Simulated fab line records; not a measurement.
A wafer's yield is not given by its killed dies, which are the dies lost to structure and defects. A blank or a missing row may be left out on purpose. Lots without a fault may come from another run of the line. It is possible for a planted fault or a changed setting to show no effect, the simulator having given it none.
Chamber matching / flow n5-finfet / 4 sister chambers for N5_DUMMY_GATE_STRIP_41 on rie-diel-05
The step strips in O2. 4 wafers are shown with their chamber, then 12 later ones without.

== EACH WAFER AND ITS CHAMBER ==
wafer=L084.6; chamber=0; showerhead-plenum-p-Torr (Torr)=2.02
wafer=L085.3; chamber=1; showerhead-plenum-p-Torr (Torr)=2.16
wafer=L090.4; chamber=3; showerhead-plenum-p-Torr (Torr)=2.19
wafer=L090.6; chamber=2; showerhead-plenum-p-Torr (Torr)=2.03

== WAFERS WHOSE CHAMBER IS MISSING ==
wafer=L091.2; showerhead-plenum-p-Torr (Torr)=2.15
wafer=L091.3; showerhead-plenum-p-Torr (Torr)=2.03
wafer=L091.5; showerhead-plenum-p-Torr (Torr)=2.02
wafer=L092.1; showerhead-plenum-p-Torr (Torr)=2.19
wafer=L092.2; showerhead-plenum-p-Torr (Torr)=2.02
wafer=L092.5; showerhead-plenum-p-Torr (Torr)=2.15
wafer=L094.2; showerhead-plenum-p-Torr (Torr)=2.03
wafer=L094.3; showerhead-plenum-p-Torr (Torr)=2.15
wafer=L094.6; showerhead-plenum-p-Torr (Torr)=2.19
wafer=L095.2; showerhead-plenum-p-Torr (Torr)=2.03
wafer=L095.5; showerhead-plenum-p-Torr (Torr)=2.02
wafer=L095.6; showerhead-plenum-p-Torr (Torr)=2.19

== WHICH CHAMBER EACH ONE RAN IN ==
wafer=L091.2; from the rows above=1; in truth=1
wafer=L091.3; from the rows above=can't be placed: 2 or 0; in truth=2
wafer=L091.5; from the rows above=can't be placed: 0 or 2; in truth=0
wafer=L092.1; from the rows above=3; in truth=3
wafer=L092.2; from the rows above=can't be placed: 0 or 2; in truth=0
wafer=L092.5; from the rows above=1; in truth=1
wafer=L094.2; from the rows above=can't be placed: 2 or 0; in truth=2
wafer=L094.3; from the rows above=1; in truth=1
wafer=L094.6; from the rows above=3; in truth=3
wafer=L095.2; from the rows above=can't be placed: 2 or 0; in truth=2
wafer=L095.5; from the rows above=can't be placed: 0 or 2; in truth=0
wafer=L095.6; from the rows above=3; in truth=3
Correctly placed: 6 of 12. Not placeable from these rows: 6 (in 6, the candidates include the true chamber). 0 placed wrongly.
How it was worked out, from the rows above alone: a wafer's distance from a chamber is the root of the sum, over the readings, of the square of ((its reading less the chamber's mean) divided by the reading's scatter). The wafer belongs to the nearest chamber; if the next one is less than 2 further off, it can't be placed. For every chamber, the mean is computed from those of its wafers that are shown. The scatter: root of mean squared gap, hidden wafer to nearest shown wafer, with one shown wafer a chamber.
